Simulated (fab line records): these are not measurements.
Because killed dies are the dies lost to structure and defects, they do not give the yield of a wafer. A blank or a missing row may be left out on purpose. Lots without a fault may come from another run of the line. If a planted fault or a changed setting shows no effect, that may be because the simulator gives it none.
Matching of chambers ; flow nandHarc ; pecvd-03 running NHARC_A_STAIRCASE_DEP_301: 3 sister chambers
The step deposits SiON, target thk 30 nm. 3 wafers are shown with their chamber, then 7 later ones without.

WAFERS PAIRED WITH THEIR CHAMBERS
wafer;chamber;showerheadVppV (V)
L653.5;2;1197
L654.2;0;1089
L654.3;1;1104

WAFERS WITH NO CHAMBER GIVEN
wafer;showerheadVppV (V)
L654.6;1101
L659.4;1084
L659.5;1116
L659.6;1182
L660.1;1101
L660.2;1095
L660.5;1062

EACH ONE'S CHAMBER
wafer;from the rows above;in truth
L654.6;can't be placed: 1 or 0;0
L659.4;can't be placed: 0 or 1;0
L659.5;can't be placed: 1 or 0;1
L659.6;2;2
L660.1;can't be placed: 1 or 0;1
L660.2;can't be placed: 0 or 1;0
L660.5;can't be placed: 0 or 1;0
Placed correctly: 1 of 7. These rows do not allow placing 6 (true chamber among the candidates in 6). Placed wrongly: 0.
How it was worked out, from the rows above alone: a wafer's distance from a chamber is the root of the sum, over the readings, of the square of ((its reading less the chamber's mean) divided by the reading's scatter). If the next closest chamber is less than 2 further off than the closest, the wafer can't be placed; otherwise it belongs to the closest. Each chamber's mean is taken over the wafers shown for it. The scatter: root of mean squared gap, hidden wafer to nearest shown wafer, with one shown wafer a chamber.
